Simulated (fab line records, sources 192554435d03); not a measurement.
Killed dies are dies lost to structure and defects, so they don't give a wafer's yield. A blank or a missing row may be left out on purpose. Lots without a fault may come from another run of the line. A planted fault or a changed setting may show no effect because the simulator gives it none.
What tool caused it?	flow n5-finfet	34 wafers from 12 lots sampled at 7 of the route's 1938 steps

== WHAT THE GAUGES SHOWED, per wafer ==
N5_FIN_SAQP_THK_MEAS_05. Usual: thk-nm 38.1 nm, standard deviation 0.53.
lot	measured	on	thk-nm (nm)	flag
L927	day 1 23:09	film-metro-01	37.7 37.4 37.4	
L928	day 2 02:55	film-metro-01	37.9 38.6	
L929	day 2 09:38	film-metro-01	38.3 38.8 39.2	
L930	day 2 14:29	film-metro-01	38.3 38.3 39.1	
L931	day 2 21:11	film-metro-01	39.0 38.2 39.0	
L932	day 3 03:10	film-metro-01	38.2 38.8 38.2	
L936	day 4 03:11	film-metro-02	25.8 38.5	OFF
L944	day 6 03:00	film-metro-02	37.3 38.5 38.4	
L947	day 6 22:21	film-metro-02	37.7 37.7 38.3	
L948	day 7 04:07	film-metro-02	38.3 38.5 39.0	
L949	day 7 09:59	film-metro-02	38.2 38.3 38.3	
L950	day 7 14:45	film-metro-01	37.2 37.8 37.9	

N5_FIN_SAQP_INSPECT_18: inspects for defects (brightfield). Usual: raw-defect-count 426, standard deviation 120.
lot	measured	on	raw-defect-count	flag
L927	day 1 23:47	defect-inspect-02	396 357 427	
L928	day 2 03:32	defect-inspect-02	585 506	
L929	day 2 10:22	defect-inspect-02	556 346 638	
L930	day 2 15:16	defect-inspect-02	358 395 363	
L931	day 2 21:56	defect-inspect-02	566 604 497	
L932	day 3 03:48	defect-inspect-02	344 272 396	
L936	day 4 03:56	defect-inspect-01	266 286	
L944	day 6 03:38	defect-inspect-02	304 470 296	
L947	day 6 23:06	defect-inspect-02	354 320 370	
L948	day 7 04:52	defect-inspect-02	369 312 588	
L949	day 7 10:44	defect-inspect-01	447 445 367	
L950	day 7 15:30	defect-inspect-02	405 321 269	

N5_BEOL_M4_RC_MEAS_101. Usual: DIBL_N 36.0 mV/V, standard deviation 1.6; DIBL_P 36.1 mV/V, standard deviation 2; IOFF_N 0.160 nA/um, standard deviation 0.029; IOFF_P 0.21 nA/um, standard deviation 0.039; ION_N 675 uA/um, standard deviation 13; ION_P 464 uA/um, standard deviation 8.8; SS_N 71.5 mV/dec, standard deviation 0.58; SS_P 73.3 mV/dec, standard deviation 0.65; VT_N 250 mV, standard deviation 3.3; VT_P -249 mV, standard deviation 3.6.
lot	measured	on	DIBL_N (mV/V)	DIBL_P (mV/V)	IOFF_N (nA/um)	IOFF_P (nA/um)	ION_N (uA/um)	ION_P (uA/um)	SS_N (mV/dec)	SS_P (mV/dec)	VT_N (mV)	VT_P (mV)	flag
L927	day 7 20:04	prober-02	37.4 35.6 36.4	36.9 34.9 33.6	0.164 0.128 0.141	0.21 0.19 0.17	676 659 662	456 454 449	72.0 71.5 71.6	73.4 73.0 72.7	247 251 254	-252 -253 -255	
L928	day 8 01:37	prober-01	37.5 36.0	36.4 34.5	0.174 0.149	0.24 0.21	666 667	460 460	71.8 71.1	74.0 72.7	251 251	-248 -250	
L929	day 8 07:10	prober-01	34.1 36.9 33.7	34.5 37.5 33.5	0.128 0.173 0.118	0.17 0.22 0.15	666 693 665	456 473 452	72.0 71.0 71.2	72.5 73.4 72.2	252 248 255	-252 -248 -255	
L930	day 8 18:49	prober-02	34.2 36.3 33.9	34.1 36.7 33.6	0.121 0.150 0.110	0.15 0.18 0.14	653 673 649	451 456 448	71.7 72.6 71.4	72.7 74.0 72.3	254 252 255	-259 -255 -259	
L931	day 8 23:21	prober-02	33.7 32.2 35.7	35.3 33.5 37.8	0.146 0.118 0.175	0.19 0.17 0.23	678 675 678	463 466 463	71.2 70.8 70.7	73.1 72.7 73.7	250 253 247	-252 -250 -249	
L932	day 9 12:39	prober-02	38.0 36.7 37.5	36.8 35.3 37.1	0.166 0.154 0.152	0.23 0.22 0.23	681 677 670	471 465 465	71.6 70.8 72.2	73.6 73.0 73.3	250 250 252	-248 -249 -247	
L936	day 10 04:10	prober-02	37.2 37.9	37.4 37.8	0.182 0.186	0.23 0.24	687 688	472 472	72.2 72.2	73.9 73.6	246 245	-251 -248	
L944	day 12 04:14	prober-01	37.1 35.7 34.8	38.1 36.5 35.1	0.203 0.154 0.144	0.22 0.20 0.18	685 661 670	463 463 455	71.5 71.4 70.7	73.6 73.8 72.9	245 248 250	-248 -248 -253	
L947	day 13 13:07	prober-02	35.4 36.8 38.6	35.1 36.5 39.2	0.146 0.159 0.210	0.20 0.22 0.27	695 675 706	478 466 479	71.2 71.7 72.0	72.2 73.2 74.0	249 251 247	-251 -248 -247	
L948	day 13 06:37	prober-02	31.8 32.8 35.6	33.0 34.9 37.3	0.115 0.123 0.171	0.18 0.21 0.24	667 663 681	461 468 471	70.8 71.1 71.3	72.4 73.2 73.8	256 254 249	-250 -246 -247	
L949	day 13 15:26	prober-02	34.6 35.0 37.1	33.6 35.3 37.7	0.128 0.139 0.180	0.19 0.21 0.25	664 657 682	462 458 465	70.7 71.5 71.9	72.0 72.9 74.1	253 253 247	-247 -251 -247	
L950	day 13 14:01	prober-01	37.1 37.2 38.8	39.3 38.6 40.2	0.192 0.181 0.234	0.30 0.27 0.31	682 677 687	472 469 468	70.9 72.6 72.1	74.7 73.8 74.1	245 247 244	-242 -246 -242	

== WHICH TOOL RAN EACH LOT (tool, then ch and the chambers of the sampled wafers, then the start) ==
lot	N5_PMOS_HMC_CHANNEL_EPI_HM_OPEN_15	N5_FIN_SAQP_HM_DEP_03	N5_FIN_SAQP_PECVD_47	N5_FIN_SAQP_HM_OPEN_33
L927	rie-diel-02 ch 1,2,3, day 1 18:20	pecvd-01 ch 0,1,2, day 1 23:04	pecvd-04 ch 0,1, day 1 23:11	rie-diel-04 ch 0,2, day 2 03:37
L928	rie-diel-01 ch 0,2, day 1 23:20	pecvd-01 ch 2, day 2 02:49	pecvd-02 ch 0,1, day 2 02:57	rie-diel-03 ch 1,2, day 2 07:34
L929	rie-diel-02 ch 0,1,3, day 2 05:35	pecvd-01 ch 0,1, day 2 09:33	pecvd-04 ch 0,1, day 2 09:40	rie-diel-04 ch 0,1, day 2 14:12
L930	rie-diel-05 ch 0,1,3, day 2 11:11	pecvd-02 ch 0,1,2, day 2 14:24	pecvd-02 ch 0,1,2, day 2 14:31	rie-diel-04 ch 0,2,3, day 2 19:23
L931	rie-diel-05 ch 2,3, day 2 17:29	pecvd-04 ch 0,2, day 2 21:06	pecvd-01 ch 0,2, day 2 21:13	rie-diel-03 ch 0,3, day 3 02:42
L932	rie-diel-01 ch 0,2,3, day 2 23:28	pecvd-04 ch 1,2, day 3 03:05	pecvd-04 ch 0,1,2, day 3 03:12	rie-diel-04 ch 1,2,3, day 3 09:44
L936	rie-diel-02 ch 2, day 3 23:34	pecvd-04 ch 0,2, day 4 03:05	pecvd-01 ch 2, day 4 03:14	rie-diel-03 ch 0,1, day 4 08:29
L944	rie-diel-05 ch 1,2,3, day 5 23:35	pecvd-02 ch 1,2, day 6 02:55	pecvd-01 ch 0,1, day 6 03:02	rie-diel-03 ch 0,2,3, day 6 08:07
L947	rie-diel-05 ch 0,2, day 6 17:41	pecvd-01 ch 0,1,2, day 6 22:16	pecvd-02 ch 0,1,2, day 6 22:23	rie-diel-06 ch 0,1,2, day 7 02:52
L948	rie-diel-02 ch 0,1, day 7 00:28	pecvd-02 ch 0,1,2, day 7 04:01	pecvd-04 ch 0,1,2, day 7 04:09	rie-diel-04 ch 1,3, day 7 09:16
L949	rie-diel-01 ch 1,2, day 7 05:29	pecvd-04 ch 1,2, day 7 09:54	pecvd-01 ch 0,1,2, day 7 10:02	rie-diel-03 ch 1,2,3, day 7 14:31
L950	rie-diel-02 ch 1,2, day 7 11:21	pecvd-04 ch 0,2, day 7 14:40	pecvd-02 ch 0,1,2, day 7 14:47	rie-diel-03 ch 1,2, day 7 20:29
- N5_PMOS_HMC_CHANNEL_EPI_HM_OPEN_15: chemistry CHF3/O2, target SiO2, target depth 40.6 nm, time 20.3 s.
- N5_FIN_SAQP_HM_DEP_03: deposits SiNx from SiH4/NH3/N2, target thk 38 nm, time 33.6 s.
- N5_FIN_SAQP_PECVD_47: deposits a-Si from SiH4/He, target thk 45 nm, time 36.3 s.
- N5_FIN_SAQP_HM_OPEN_33: chemistry CH3F/O2, target SiNx, target depth 49.4 nm, time 70.6 s.

== WHAT THE TOOLS THEMSELVES READ (means of the sampled wafers that have a number; where no wafer has one, the mark that the record gives instead) ==
N5_PMOS_HMC_CHANNEL_EPI_HM_OPEN_15. Usual: drypump-motor-current-A 5.8 A, standard deviation 0.37; oes-product-au 0.77 a.u., standard deviation 0.068; rf-vpp-V 528 V, standard deviation 11; showerhead-plenum-p-Torr 2.44 Torr, standard deviation 0.086; throttle-valve-pct 18.93 %, standard deviation 0.17.
lot	tool	drypump-motor-current-A (A)	oes-product-au (a.u.)	rf-vpp-V (V)	showerhead-plenum-p-Torr (Torr)	throttle-valve-pct (%)	flag
L927	rie-diel-02	5.7	0.76	525	2.41	18.79	
L928	rie-diel-01	6.0	0.80	534	2.42	19.02	
L929	rie-diel-02	5.9	0.75	524	2.41	18.81	
L930	rie-diel-05	5.7	0.80	536	2.46	19.03	
L931	rie-diel-05	5.6	0.74	522	2.51	18.95	
L932	rie-diel-01	5.7	0.78	531	2.39	18.98	
L936	rie-diel-02	5.0	0.77	526	2.40	18.70	
L944	rie-diel-05	5.6	0.72	523	2.44	19.08	
L947	rie-diel-05	5.8	0.81	534	2.53	18.91	
L948	rie-diel-02	5.9	0.73	522	2.44	18.81	
L949	rie-diel-01	6.3	0.85	529	2.46	18.80	
L950	rie-diel-02	5.8	0.73	526	2.46	18.86	

N5_FIN_SAQP_HM_DEP_03. Usual: heater-power-w 750 W, standard deviation 95; showerhead-plenum-p-Torr 5.11 Torr, standard deviation 0.057; throttle-valve-pct 39.8 %, standard deviation 1.6.
lot	tool	heater-power-w (W)	showerhead-plenum-p-Torr (Torr)	throttle-valve-pct (%)	flag
L927	pecvd-01	647	5.10	40.4	
L928	pecvd-01	726	5.08	38.5	
L929	pecvd-01	661	5.12	42.3	
L930	pecvd-02	771	5.05	40.1	
L931	pecvd-04	747	5.08	39.2	
L932	pecvd-04	859	5.15	38.7	
L936	pecvd-04	768	5.08	38.9	
L944	pecvd-02	781	4.99	41.8	
L947	pecvd-01	651	5.10	40.8	
L948	pecvd-02	750	5.06	40.1	
L949	pecvd-04	806	5.14	38.6	
L950	pecvd-04	863	5.11	38.8	

N5_FIN_SAQP_PECVD_47. Usual: heater-power-w 793 W, standard deviation 92; showerhead-plenum-p-Torr 5.63 Torr, standard deviation 0.044; throttle-valve-pct 18.4 %, standard deviation 0.89.
lot	tool	heater-power-w (W)	showerhead-plenum-p-Torr (Torr)	throttle-valve-pct (%)	flag
L927	pecvd-04	826	5.64	18.1	
L928	pecvd-02	913	5.62	18.6	
L929	pecvd-04	838	5.64	18.2	
L930	pecvd-02	831	5.59	18.4	
L931	pecvd-01	812	5.63	18.3	
L932	pecvd-04	863	5.65	17.8	
L936	pecvd-01	772	5.62	17.9	
L944	pecvd-01	683	5.64	18.6	
L947	pecvd-02	818	5.61	18.4	
L948	pecvd-04	879	5.66	17.8	
L949	pecvd-01	731	5.64	18.6	
L950	pecvd-02	838	5.61	18.4	

N5_FIN_SAQP_HM_OPEN_33. Usual: drypump-motor-current-A 5.7 A, standard deviation 0.66; etch-rf-on-time-s 69.4 s, standard deviation 1.7; oes-product-au 0.69 a.u., standard deviation 0.09; rf-vpp-V 296 V, standard deviation 5.5; showerhead-plenum-p-Torr 1.96 Torr, standard deviation 0.058; throttle-valve-pct 16.38 %, standard deviation 0.25.
lot	tool	drypump-motor-current-A (A)	etch-rf-on-time-s (s)	oes-product-au (a.u.)	rf-vpp-V (V)	showerhead-plenum-p-Torr (Torr)	throttle-valve-pct (%)	flag
L927	rie-diel-04	5.6	68.1	0.67	294	1.95	16.31	
L928	rie-diel-03	5.7	70.0	0.60	296	1.94	16.41	
L929	rie-diel-04	5.7	71.0	0.73	293	1.94	16.15	
L930	rie-diel-04	5.7	69.4	0.71	293	1.97	16.38	
L931	rie-diel-03	5.5	71.8	0.57	297	2.01	16.79	
L932	rie-diel-04	5.9	69.0	0.74	293	1.97	16.31	
L936	rie-diel-03	5.8	59.1	0.72	291	1.98	16.48	OFF
L944	rie-diel-03	5.4	67.4	0.82	302	2.05	16.11	
L947	rie-diel-06	5.1	69.8	0.69	296	1.93	16.41	
L948	rie-diel-04	5.9	68.7	0.75	292	1.95	16.21	
L949	rie-diel-03	6.0	68.2	0.72	299	2.00	16.18	
L950	rie-diel-03	5.4	68.6	0.71	298	1.93	16.11	

== THE ANSWER, worked out from the rows above alone ==
Rule: a lot is off if the mean of its wafers that have a number lies more than 3 standard deviations from the usual mean. Also off: a lot with no number at a reading for which 4 or more lots have one. The other lots that the step has rows for count as sound. First the gauges in route order, then the tools' own readings, where a lot's mean is used as printed above. At the first step where some lot is off, the reading lying furthest off is the one used; lots without a number count as furthest.
Off: L936 (N5_FIN_SAQP_THK_MEAS_05, thk-nm).
A tool fits if, at a process step before that reading, it ran every lot that is off, and no sound lot after the first of them. The gauges at N5_FIN_SAQP_THK_MEAS_05 aren't tried: what is off there is off at N5_FIN_SAQP_HM_OPEN_33 too, on other tools, and a gauge's error can't cause that. Not one of the candidates tried fits.

== WHAT THE SIMULATOR PUT IN ==
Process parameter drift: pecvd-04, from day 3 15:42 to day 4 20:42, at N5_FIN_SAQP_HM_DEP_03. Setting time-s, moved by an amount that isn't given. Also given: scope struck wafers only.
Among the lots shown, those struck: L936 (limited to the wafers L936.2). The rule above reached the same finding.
